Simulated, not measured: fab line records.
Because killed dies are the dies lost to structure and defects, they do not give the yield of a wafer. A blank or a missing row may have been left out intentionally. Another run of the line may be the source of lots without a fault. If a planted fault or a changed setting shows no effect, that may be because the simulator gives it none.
Chamber matching -- flow n5Finfet -- N5_DUMMY_GATE_CMP_04 on cmp-03 has 4 sister chambers
The step polishes a-Si. 4 wafers are shown with their chamber, then 8 later ones without.

WAFERS WITH THEIR CHAMBER
wafer,chamber,motorCurrentA (A)
L088.4,2,7.3
L088.5,1,10.2
L089.5,0,8.9
L090.3,3,10.4

WAFERS WHOSE CHAMBER IS MISSING
wafer,motorCurrentA (A)
L090.4,7.2
L090.5,9.4
L091.1,10.3
L091.2,10.3
L091.3,7.5
L096.1,9.6
L096.2,11.2
L096.4,7.5

WHICH CHAMBER EACH WENT THROUGH
wafer,from the rows above,in truth
L090.4,2,2
L090.5,can't be placed: 0 or 1 or 3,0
L091.1,can't be placed: 3 or 1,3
L091.2,can't be placed: 3 or 1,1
L091.3,2,2
L096.1,can't be placed: 1 or 0 or 3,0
L096.2,can't be placed: 3 or 1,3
L096.4,2,2
3 of 8 placed correctly. Not placeable from these rows: 5 (in 5, the candidates include the true chamber). Number placed wrongly: 0.
How it was worked out, from the rows above alone: a wafer's distance from a chamber is the root of the sum, over the readings, of the square of ((its reading less the chamber's mean) divided by the reading's scatter). If the next closest chamber is less than 2 further off than the closest, the wafer can't be placed; otherwise it belongs to the closest. Each chamber's mean is taken over the wafers shown for it. The scatter: with one shown wafer a chamber, the root of the mean of the squares of how far each hidden wafer lies from its nearest shown one.
